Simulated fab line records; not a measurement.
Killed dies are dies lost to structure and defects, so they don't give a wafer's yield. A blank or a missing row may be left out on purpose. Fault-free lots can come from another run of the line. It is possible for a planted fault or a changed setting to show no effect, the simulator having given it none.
fab line records	flow nand-harc
record lots=6	wafers=18	last-day=26
route steps=1159 shown A_SGD_CUT@775 A_SLIT@779 END@1159
lots that met no fault: from a run of the same line without faults
start-h: the number of hours between the record's first day and the start of the first shown wafer of the lot	wait-h: hours from the lot's prior step to this one	" repeats the value in the row above	L1.1+2: a single row standing in for several wafers	- no value, or no start was given	* or withheld: withheld	< > ~ a bound
route shown NAME@n: NAME is a module with steps in the file, n the number in the route of the first one	usual: the fault-free wafers' mean and standard deviation	same: alike in all rows	chamber/n: place in a boat	sites: per-site readings	_std_site: standard deviation of those values	_edge_site: outer sites' mean less inner sites'	radius-mm: how far each site lies from the wafer's centre	mask NAME#n: copy n	behind: the last tool/chamber to shape the wafer	hold: the reason the lot was held/the length of the hold in hours/how it ended	device: which transistor (n, p or np) failed to switch	end of line: the same wafers' tests at the end of the route	a step with no rows: only its recipe	killed: at the first sort, the dies lost to defects and structure; wafer yield is something else	map: per-die view of a wafer (x killed, . not killed, _ where there is no die)
set.NAME: the setting that was run; set.NAME@STEP: the one run at that earlier step	model.NAME: the simulator's own value behind a step, which no gauge read
lots seen at some steps along the route; tables by step, rows by wafer
services: the hour from which a tool's chamber was out of use, counted from the record's first day as start-h (under 0 if before that day), plus the number of hours and why
## steps
# step NHARC_A_SGD_CUT_ETCH_26
# recipe target-depth-a=458	chemistry=dHF	material=SiO2
# step NHARC_A_SGD_CUT_ETCHBACK_24
# recipe target-depth-a=500	over-etch-frac=0.3	time-s=92.857	ion-energy-ev=120	ch3f-flow-sccm=50	o2-flow-sccm=30	ar-flow-sccm=200	rf-w=500	bias-w=100	chemistry=CH3F/O2
# usual drypump-motor-current-A=5.7/0.39	oes-product-au=0.989/0.028	rf-vpp-V=244.1/1.6	showerhead-plenum-p-Torr=2.45/0.11	throttle-valve-pct=20.664/0.0086
# same time-s=92.857
lot.wafer	tool	chamber	start-h	wait-h	drypump-motor-current-A	oes-product-au	rf-hours-counter-h	rf-vpp-V	showerhead-plenum-p-Torr	throttle-valve-pct
L840.3	rie-diel-04	3	326.81	0.2	6.2	1.000	2	243.1	2.42	20.674
L840.4	"	2	"	"	5.8	0.980	2	247.1	2.64	20.655
L840.6	"	3	"	"	6.2	1.000	-	243.4	2.42	20.658
L848.1	rie-diel-01	1	417.18	0.1	5.6	1.005	4	243.9	2.49	20.671
L848.3	"	3	"	"	5.5	1.010	5	242.5	2.32	20.661
L848.5	"	2	"	"	5.0	1.007	-	245.6	2.50	20.676
L853.1	rie-diel-01	0	432.89	0.2	6.4	1.015	4	243.4	2.47	20.648
L853.5	"	2	"	"	5.0	1.010	-	245.5	2.50	20.665
L853.6	"	3	"	"	5.5	1.011	-	242.3	2.32	20.682
L850.3	rie-diel-02	2	446.36	0.1	5.4	0.997	11	243.6	2.41	20.680
L850.4	"	3	"	"	6.2	1.014	11	241.6	2.28	20.650
L850.5	"	2	"	"	5.4	1.009	-	242.5	2.41	20.649
L861.4	rie-diel-02	1	465.62	0.2	6.1	1.005	13	242.3	2.31	20.668
L861.1	"	3	"	"	6.1	1.010	13	241.7	2.28	20.662
L861.6	"	1	"	"	6.1	0.998	-	241.7	2.31	20.666
L860.3	rie-diel-04	3	465.67	0.1	6.2	0.938	15	244.3	2.42	20.666
L860.5	"	2	"	"	5.8	0.920	-	247.0	2.63	20.660
L860.6	"	3	"	"	6.2	0.934	-	244.1	2.42	20.664
# step NHARC_A_SGD_CUT_STRIP_28
# recipe time-s=20	o2-flow-sccm=500	ar-flow-sccm=0	bias-w=0	chemistry=O2
# step NHARC_A_SGD_CUT_INSPECT_25
# usual raw-defect-count=296/80
lot.wafer	tool	chamber	start-h	wait-h	raw-defect-count
L840.3	defect-inspect-02	-	327.06	-	303
L840.4	"	-	"	"	310
L840.6	"	-	"	"	263
L848.1	defect-inspect-02	-	417.50	-	357
L848.3	"	-	"	"	293
L848.5	"	-	"	"	221
L853.1	defect-inspect-02	-	433.11	-	306
L853.5	"	-	"	"	309
L853.6	"	-	"	"	327
L850.3	defect-inspect-02	-	446.61	-	266
L850.4	"	-	"	"	334
L850.5	"	-	"	"	394
L861.1	defect-inspect-01	-	465.86	-	282
L861.4	"	-	"	"	225
L861.6	"	-	"	"	213
L860.3	defect-inspect-02	-	465.90	-	205
L860.5	"	-	"	"	175
L860.6	"	-	"	"	198
# step NHARC_A_SLIT_DEP_25
# recipe target-thk-a=2000	temp-c=400	pressure-torr=6.5	rf-w=900	teos-flow-sccm=161.4	flow-sccm=2650	target-thk-nm=200	gas=O2	material=SiO2
# step NHARC_A_SLIT_DEP_00
# recipe target-thk-a=32000	temp-c=400	material=aC
# usual susceptor-temp-C=399.94/0.24	throttle-valve-pct=35.000/0.0093
lot.wafer	tool	chamber	start-h	wait-h	susceptor-temp-C	throttle-valve-pct
L840.3	acl-dep-03	0	328.34	-	400.05	35.007
L840.4	"	0	"	"	399.84	34.989
L840.6	"	0	"	"	400.00	35.014
L848.1	acl-dep-02	0	420.64	-	399.66	34.997
L848.3	"	0	"	"	399.88	35.002
L848.5	"	0	"	"	399.77	34.994
L853.1	acl-dep-01	0	434.80	-	399.67	35.008
L853.5	"	0	436.13	-	399.73	35.011
L853.6	"	0	"	"	399.95	35.002
L850.3	acl-dep-03	0	448.83	1.9	400.01	35.019
L850.4	"	0	"	"	400.04	34.996
L850.5	"	0	"	"	399.88	35.007
L861.1	acl-dep-01	0	466.65	-	400.01	34.991
L861.4	"	0	"	"	400.47	34.982
L861.6	"	0	"	"	400.23	34.997
L860.3	acl-dep-02	0	467.35	-	400.37	34.998
L860.5	"	0	"	"	400.46	35.007
L860.6	"	0	"	"	400.31	34.985
# step NHARC_A_SLIT_DEP_23
# recipe target-thk-a=1000	target-thk-nm=100	temp-c=400	pressure-torr=3.5	flow-sccm=200	rf-w=350	material=SiON
# usual heater-power-w=769/110	susceptor-temp-C=399.97/0.24
lot.wafer	tool	chamber	start-h	wait-h	heater-power-w	susceptor-temp-C
L840.3	pecvd-01	2	329.71	1.0	817	399.79
L840.4	"	2	"	"	830	399.99
L840.6	"	0	"	"	905	400.27
L848.3	pecvd-03	1	422.68	1.1	908	400.07
L848.1	"	2	"	"	923	399.97
L848.5	"	0	"	"	621	400.24
L853.1	pecvd-03	1	436.82	1.7	846	399.98
L853.6	"	2	"	"	914	400.18
L853.5	"	0	"	"	603	400.10
L850.3	pecvd-02	0	450.16	1.0	735	399.94
L850.5	"	0	"	"	755	399.91
L850.4	"	2	"	"	768	399.87
L861.1	pecvd-01	2	468.66	1.7	823	400.12
L861.4	"	2	"	"	834	400.13
L861.6	"	1	"	"	794	400.02
L860.3	pecvd-02	1	468.68	1.0	610	399.91
L860.6	"	2	"	"	810	399.62
L860.5	"	0	"	"	693	399.92
# step NHARC_A_SLIT_DEHYDRATE_01
# recipe temp-c=150	time-s=120
# step NHARC_A_SLIT_HMDS_02
# recipe time-s=30
# step NHARC_A_SLIT_COAT_03
# recipe spin-rpm=1500	resist-thk-nm=90
# step NHARC_A_SLIT_SOFTBAKE_04
# recipe temp-c=105	time-s=55
# step NHARC_A_SLIT_EBR_05
# step NHARC_A_SLIT_EXPOSE_06
# recipe na=1.35	dose-mj=60.82	mask-id=SLIT
# usual exposure-dose-mJ-cm2=60.79/0.06	stage-vel-mm-s=500.03/0.24
lot.wafer	tool	chamber	start-h	wait-h	mask	exposure-dose-mJ-cm2	stage-vel-mm-s
L840.3	arfi-scanner-01	0	330.23	-	SLIT#0	60.90	500.43
L840.4	"	0	"	"	SLIT#0	60.79	500.39
L840.6	"	0	"	"	SLIT#0	60.89	500.28
L848.1	arfi-scanner-01	0	423.19	-	SLIT#0	56.46	499.69
L848.3	"	0	"	"	SLIT#0	56.42	499.99
L848.5	"	0	"	"	SLIT#0	56.46	499.68
L853.1	arfi-scanner-03	0	437.24	-	SLIT#0	60.79	499.99
L853.5	"	0	"	"	SLIT#0	60.63	500.08
L853.6	"	0	"	"	SLIT#0	60.71	500.51
L850.3	arfi-scanner-01	0	450.71	-	SLIT#0	58.49	499.92
L850.4	"	0	"	"	SLIT#0	58.57	500.13
L850.5	"	0	"	"	SLIT#0	58.52	499.97
L861.1	arfi-scanner-03	0	469.23	-	SLIT#0	60.74	500.25
L861.4	"	0	"	"	SLIT#0	60.74	500.41
L861.6	"	0	"	"	SLIT#0	60.74	500.54
L860.3	arfi-scanner-02	0	469.39	-	SLIT#0	60.80	500.48
L860.5	"	0	"	"	SLIT#0	60.79	500.10
L860.6	"	0	"	"	SLIT#0	60.79	499.97
# step NHARC_A_SLIT_PEB_07
# recipe peb-temp-c=100	peb-time-s=65
# step NHARC_A_SLIT_DEVELOP_08
# recipe develop-time-s=35	dev-temp-c=23
# step NHARC_A_SLIT_CD_MEAS_09
# recipe target-cd-nm=300	landing-energy-ev=500
# usual cd-nm=300.0/0.75
lot.wafer	tool	chamber	start-h	wait-h	hold	cd-nm
L840.3	cd-sem-03	0	330.37	-	-	299.3
L840.4	"	0	"	"	-	299.3
L840.6	"	0	"	"	-	298.8
L848.1	cd-sem-03	0	423.33	-	await-dispo/0.2h/release	296.4
L848.3	"	0	"	"	await-dispo/0.2h/release	296.7
L848.5	"	0	"	"	await-dispo/0.2h/release	296.3
L848.1	cd-sem-03	0	-	-	-	295.8
L848.3	"	0	"	"	-	297.0
L848.5	"	0	"	"	-	296.6
L853.1	cd-sem-01	0	437.37	-	-	299.6
L853.5	"	0	"	"	-	300.1
L853.6	"	0	"	"	-	300.3
L850.3	cd-sem-03	0	450.84	-	-	298.3
L850.4	"	0	"	"	-	298.0
L850.5	"	0	"	"	-	297.9
L861.1	cd-sem-03	0	469.37	-	-	298.4
L861.4	"	0	"	"	-	298.7
L861.6	"	0	"	"	-	298.6
L860.3	cd-sem-02	0	469.53	-	-	299.5
L860.5	"	0	"	"	-	300.1
L860.6	"	0	"	"	-	300.1
# step NHARC_A_SLIT_OVL_MEAS_10
# usual overlay-x-nm=0.0/0.83	overlay-y-nm=0.1/0.81
lot.wafer	tool	chamber	start-h	wait-h	hold	overlay-x-nm	overlay-y-nm
L840.3	overlay-01	-	330.45	-	-	-0.2	-0.7
L840.4	"	-	"	"	-	-0.4	-0.5
L840.6	"	-	"	"	-	-0.5	-0.7
L848.1	overlay-02	-	425.17	-	await-dispo/1.6h/release	0.2	0.2
L848.3	"	-	"	"	await-dispo/1.6h/release	0.5	0.6
L848.5	"	-	"	"	await-dispo/1.6h/release	0.1	-0.2
L853.1	overlay-01	-	437.46	-	-	-0.9	-1.5
L853.5	"	-	"	"	-	-1.0	-1.0
L853.6	"	-	"	"	-	-0.9	-0.6
L850.3	overlay-02	-	450.93	-	-	-1.6	1.1
L850.4	"	-	"	"	-	-1.2	1.2
L850.5	"	-	"	"	-	-1.6	1.0
L861.1	overlay-01	-	469.45	-	-	-0.4	0.3
L861.4	"	-	"	"	-	0.1	-0.1
L861.6	"	-	"	"	-	0.1	0.2
L860.3	overlay-02	-	469.61	-	-	0.0	0.1
L860.5	"	-	"	"	-	-0.1	0.3
L860.6	"	-	"	"	-	0.1	-0.3
# step NHARC_A_SLIT_INSPECT_11
# usual raw-defect-count=21/10
lot.wafer	tool	chamber	start-h	wait-h	raw-defect-count
L840.3	defect-inspect-01	-	330.49	0.0	6
L840.4	"	-	"	"	13
L840.6	"	-	"	"	9
L848.1	defect-inspect-02	-	425.21	0.0	25
L848.3	"	-	"	"	36
L848.5	"	-	"	"	42
L853.1	defect-inspect-02	-	437.50	0.0	36
L853.5	"	-	"	"	35
L853.6	"	-	"	"	45
L850.3	defect-inspect-01	-	450.97	0.0	10
L850.4	"	-	"	"	9
L850.5	"	-	"	"	16
L861.1	defect-inspect-02	-	469.49	0.0	19
L861.4	"	-	"	"	20
L861.6	"	-	"	"	16
L860.3	defect-inspect-02	-	469.65	0.0	14
L860.5	"	-	"	"	17
L860.6	"	-	"	"	13
# step NHARC_A_SLIT_DESCUM_14
# recipe time-s=3	o2-flow-sccm=200	ar-flow-sccm=0	bias-power-w=0	chemistry=O2
# usual drypump-motor-current-A=5.6/0.38	oes-product-au=0.997/0.011	rf-vpp-V=57.7/0.89	showerhead-plenum-p-Torr=1.89/0.077	throttle-valve-pct=11.312/0.009
# same time-s=3
lot.wafer	tool	chamber	start-h	wait-h	drypump-motor-current-A	oes-product-au	rf-hours-counter-h	rf-vpp-V	showerhead-plenum-p-Torr	throttle-valve-pct
L840.3	rie-diel-03	3	330.55	0.1	5.6	0.989	7	57.2	1.86	11.326
L840.4	"	2	"	"	5.3	0.986	7	56.8	1.89	11.318
L840.6	"	0	"	"	5.8	1.011	-	59.3	2.02	11.303
L848.3	rie-diel-10	2	425.29	0.1	6.1	1.002	1	57.9	1.94	11.310
L848.1	"	3	"	"	5.1	1.004	2	56.7	1.91	11.311
L848.5	"	0	"	"	6.0	0.966	-	57.3	1.87	11.317
L853.1	rie-diel-05	1	437.58	0.1	4.9	1.005	5	57.9	1.97	11.311
L853.5	"	3	"	"	6.0	0.995	-	58.3	1.98	11.314
L853.6	"	0	"	"	5.6	0.992	-	57.3	1.78	11.310
L850.3	rie-diel-03	1	451.04	0.1	6.0	0.990	3	57.6	1.79	11.315
L850.4	"	1	"	"	6.0	1.005	-	56.7	1.79	11.315
L850.5	"	3	"	"	5.6	1.012	-	56.5	1.86	11.310
L861.1	rie-diel-05	2	469.55	0.1	5.7	0.991	10	58.3	1.78	11.317
L861.4	"	0	"	"	5.6	0.992	10	58.5	1.78	11.307
L861.6	"	2	"	"	5.7	0.983	-	56.7	1.78	11.310
L860.3	rie-diel-03	2	469.70	0.1	5.3	1.004	6	57.2	1.89	11.315
L860.5	"	2	"	"	5.2	1.003	-	57.8	1.89	11.315
L860.6	"	3	"	"	5.5	0.999	-	56.4	1.86	11.330
# step NHARC_A_SLIT_ETCH_24
# recipe target-depth-a=1210	time-s=60.5	cf4-flow-sccm=100	chf3-flow-sccm=30	ar-flow-sccm=0	rf-w=500	bias-w=200	chemistry=CF4/CHF3
# usual drypump-motor-current-A=5.6/0.38	oes-product-au=0.959/0.015	rf-vpp-V=369.9/2.2	showerhead-plenum-p-Torr=1.55/0.06	throttle-valve-pct=16.802/0.0078
# same time-s=60.5
lot.wafer	tool	chamber	start-h	wait-h	drypump-motor-current-A	oes-product-au	rf-hours-counter-h	rf-vpp-V	showerhead-plenum-p-Torr	throttle-valve-pct	model.A_SLIT.cd-offset-nm
L840.4	rie-diel-03	2	330.63	0.1	5.3	0.956	7	370.8	1.56	16.825	-1.029
L840.3	"	0	"	"	5.8	0.960	7	373.5	1.65	16.806	-1.926
L840.6	"	2	"	"	5.2	0.952	-	370.0	1.56	16.813	-0.3958
L848.1	rie-diel-10	1	425.37	0.1	5.4	0.940	2	370.3	1.54	16.807	-5.269
L848.3	"	2	"	"	6.1	0.969	1	371.6	1.59	16.802	-3.498
L848.5	"	0	"	"	5.9	0.937	-	371.1	1.54	16.801	-3.812
L853.1	rie-diel-05	0	437.64	0.1	5.6	0.960	5	366.5	1.47	16.811	-0.1005
L853.5	"	0	"	"	5.6	0.958	-	367.2	1.47	16.805	-0.797
L853.6	"	1	"	"	4.9	0.989	-	372.1	1.61	16.797	-0.5266
L850.3	rie-diel-03	3	451.13	0.1	5.5	0.944	4	368.2	1.53	16.806	-1.89
L850.5	"	0	"	"	5.7	0.951	-	372.7	1.65	16.791	-2.851
L850.4	"	1	"	"	6.0	0.945	-	369.6	1.48	16.798	-1.523
L861.1	rie-diel-05	1	469.65	0.1	4.9	0.982	10	372.0	1.61	16.801	-3.156
L861.4	"	2	"	"	5.8	0.951	10	368.4	1.47	16.801	-2.434
L861.6	"	3	"	"	6.0	0.957	-	371.5	1.62	16.804	-2.045
L860.3	rie-diel-03	3	469.80	0.1	5.5	0.956	5	369.0	1.53	16.809	-0.8223
L860.5	"	2	"	"	5.3	0.960	-	368.6	1.55	16.808	-0.2224
L860.6	"	3	"	"	5.5	0.952	-	368.9	1.53	16.800	0.04066
# step NHARC_A_SLIT_ETCH_15
# recipe target-depth-a=32000	over-etch-frac=0.3	time-s=832	ion-energy-ev=150	o2-flow-sccm=400	cos-flow-sccm=20	ar-flow-sccm=0	rf-w=500	bias-w=300	chemistry=O2/COS
# usual drypump-motor-current-A=5.6/0.38	oes-product-au=0.995/0.011	rf-vpp-V=313.6/1.9	showerhead-plenum-p-Torr=3.08/0.12	throttle-valve-pct=28.330/0.0089
# same time-s=832
lot.wafer	tool	chamber	start-h	wait-h	drypump-motor-current-A	oes-product-au	rf-hours-counter-h	rf-vpp-V	showerhead-plenum-p-Torr	throttle-valve-pct	model.A_SLIT.cd-offset-nm
L840.4	rie-diel-03	2	-	-	5.3	0.985	7	313.3	3.09	28.335	-0.9904
L840.3	"	3	"	"	5.6	0.995	7	313.0	3.05	28.338	-2.227
L840.6	"	3	"	"	5.6	0.990	-	312.2	3.05	28.337	-0.1699
L848.3	rie-diel-10	2	-	-	6.2	1.008	1	315.4	3.16	28.331	-4.537
L848.1	"	3	"	"	5.1	1.001	2	313.8	3.11	28.325	-6.223
L848.5	"	1	"	"	5.3	0.977	-	315.5	3.05	28.333	-3.473
L853.1	rie-diel-05	2	-	-	5.7	0.982	6	310.5	2.92	28.330	-0.0498
L853.5	"	2	"	"	5.7	0.975	-	312.5	2.92	28.341	-0.8142
L853.6	"	3	"	"	6.0	0.976	-	315.1	3.22	28.333	0.07251
L850.3	rie-diel-03	0	-	-	5.8	0.998	5	316.8	3.28	28.333	-2.553
L850.4	"	0	"	"	5.8	0.988	-	316.3	3.28	28.336	-2.19
L850.5	"	1	"	"	6.0	0.980	-	311.3	2.94	28.327	-2.953
L861.4	rie-diel-05	2	-	-	5.7	0.990	10	311.2	2.91	28.337	-2.371
L861.1	"	1	"	"	4.8	0.996	10	316.6	3.20	28.349	-3.061
L861.6	"	3	"	"	6.0	0.996	-	315.4	3.22	28.328	-1.621
L860.3	rie-diel-03	1	-	-	6.0	0.998	4	312.2	2.94	28.335	-0.9861
L860.5	"	3	"	"	5.6	0.985	-	313.2	3.04	28.319	-0.624
L860.6	"	0	"	"	5.8	1.009	-	315.6	3.28	28.321	-0.8968
# step NHARC_A_SLIT_ETCH_17
# recipe bias-v=900	source-w=withheld	pressure-mtorr=20	ar-flow-sccm=375	c4f8-flow-sccm=83.3	o2-flow-sccm=41.7	time-s=1687.5	target-depth-a=1.01e+05	chemistry=C4F8/O2/Ar
# usual drypump-motor-current-A=5.5/0.36	esc-clamp-current-uA=0.02122/0.00021	showerhead-plenum-p-Torr=3.73/0.069	throttle-valve-pct=32.046/0.0087
# same time-s=1687.5
lot.wafer	tool	chamber	start-h	wait-h	drypump-motor-current-A	esc-clamp-current-uA	rf-hours-counter-h	showerhead-plenum-p-Torr	throttle-valve-pct
L840.3	har-etch-01	0	342.75	-	5.7	0.02107	-	3.79	32.051
L840.4	"	1	"	"	5.0	0.02133	-	3.69	32.038
L840.6	"	1	"	"	5.0	0.02131	-	3.69	32.043
L848.1	har-etch-02	1	427.43	-	5.9	0.02091	208	3.64	32.050
L848.3	"	0	"	"	5.5	0.02153	-	3.82	32.032
L848.5	"	0	"	"	5.4	0.02153	-	3.82	32.041
L853.1	har-etch-02	0	438.34	-	5.4	0.02157	211	3.82	32.039
L853.6	"	0	439.34	-	5.4	0.0216	-	3.82	32.047
L853.5	"	1	"	"	5.9	0.02094	-	3.64	32.043
L850.3	har-etch-01	0	452.44	-	5.7	0.02114	-	3.76	32.042
L850.4	"	1	"	"	5.0	0.02129	-	3.67	32.039
L850.5	"	1	"	"	5.0	0.0213	-	3.67	32.050
L861.1	har-etch-02	1	472.11	-	5.9	0.02093	235	3.63	32.048
L861.4	"	1	"	"	5.9	0.02093	-	3.63	32.059
L861.6	"	0	"	"	5.5	0.02162	-	3.81	32.046
L860.3	har-etch-01	1	474.25	-	5.0	0.02132	-	3.66	32.053
L860.6	"	0	"	"	5.7	0.02114	-	3.76	32.049
L860.5	"	1	"	"	5.0	0.02138	-	3.66	32.049
# step NHARC_END_SORT_01
# recipe temp-c=25
# usual killed-at-array=27/12	killed-at-other=0.5/0.9	killed-at-periphery=3.7/2.7	killed-dies=31/12	killed-open=3.3/2	killed-short=2.0/1.4
# same gross-dies=677
lot.wafer	tool	chamber	start-h	wait-h	killed-at-array	killed-at-other	killed-at-periphery	killed-dies	killed-open	killed-short
L850.3	prober-01	0	603.53	3.1	18	0	2	20	0	4
L850.4	prober-01	0	604.33	3.4	16	2	1	19	0	4
L850.5	prober-01	0	605.13	3.7	19	0	2	21	3	3
# killed by level:class
L850.3 A_CONTACT:chamber-film-flake=6 A_STAIRCASE:chamber-film-flake=5 A_CHANNEL_HOLE_D1:chamber-film-flake=4 P_M0:geometric-particle:short=2 A_SOURCE_PLATE:geometric-particle:short=1 A_WL_FILL:geometric-particle:short=1 A_WL_FILL:chamber-film-flake=1
L850.4 A_CONTACT:chamber-film-flake=7 A_CHANNEL_HOLE_D1:chamber-film-flake=3 STARTING-WAFER:geometric-particle:short=2 A_STAIRCASE:chamber-film-flake=2 A_WL_FILL:geometric-particle:short=1 A_CONTACT:geometric-particle:short=1 P_GATE:chamber-film-flake=1 A_ZERO_WELL:chamber-film-flake=1
L850.5 A_CONTACT:chamber-film-flake=6 A_CHANNEL_HOLE_D1:chamber-film-flake=4 A_STAIRCASE:chamber-film-flake=3 A_M0:geometric-particle:open=2 A_CHANNEL_FILL_D1:chamber-film-flake=2 P_M0:geometric-particle:short=1 P_M2:geometric-particle:open=1 A_ONON_D1:geometric-particle:short=1
## services
tool	chamber	start-h	hours	kind
har-etch-01	-	306.84	17.0	pm
arfi-scanner-03	-	312.00	4.0	pm
pecvd-03	-	314.72	3.0	repair
rie-diel-01	-	314.80	9.0	pm
rie-diel-02	-	328.34	9.0	pm
pecvd-02	-	334.00	13.0	pm
rie-diel-05	-	340.75	9.0	pm
rie-diel-10	0	344.92	7.0	repair
rie-diel-10	-	353.50	9.0	pm
rie-diel-03	2	362.18	8.9	repair
arfi-scanner-01	-	368.00	4.0	pm
rie-diel-10	2	371.86	19.0	repair
rie-diel-03	-	392.30	9.0	pm
rie-diel-10	2	397.82	11.9	repair
rie-diel-03	1	403.99	14.0	repair
rie-diel-03	3	413.82	8.8	repair
rie-diel-03	1	425.54	5.0	repair
arfi-scanner-01	-	427.65	15.9	repair
rie-diel-03	2	450.54	5.5	repair
rie-diel-03	1	454.44	1.6	repair
arfi-scanner-01	-	454.85	1.1	repair
rie-diel-10	0	456.52	8.1	repair
arfi-scanner-01	-	471.41	2.1	repair
rie-diel-10	-	473.57	0.6	repair
## key
first-sign step=NHARC_A_SLIT_EXPOSE_06	reading=exposure-dose-mJ-cm2	direction=down	sigmas=55	usual=60.79	struck=57.49
effect step=NHARC_A_SLIT_CD_MEAS_09	reading=visit	direction=added	through=control-loop
model-effect step=NHARC_A_SLIT_ETCH_24	value=A_SLIT.cd-offset-nm	without=-0.4723	struck=-3.141
model-effect step=NHARC_A_SLIT_ETCH_15	value=A_SLIT.cd-offset-nm	without=-0.9912	struck=-3.655
met-at NHARC_A_SLIT_EXPOSE_06
struck-wafers L848.1,L848.3,L848.5,L850.3,L850.4,L850.5
tester-left-out L848,L850
loop-trim step=NHARC_A_SLIT_EXPOSE_06	setting=dose	lots=L850
onset-between 330.23 423.19
fault kind=process-parameter-drift	tool=arfi-scanner-01	chamber=-	onset-h=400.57	steps=NHARC_A_SLIT_EXPOSE_06	channel=dose-mj	offset=-4.4104	shape=step	acts-in=these-recipes-only	stated=60.82
# tester-left-out: of these lots the tester's yield and bins aren't shown, on N5 and GAA mostly nor the transistor test; their killed dies are dies lost to structure and defects alone, not to doping, threshold or leakage, so they don't give the yield
# loop-trim: a control loop set the setting to another value than it would have without faults
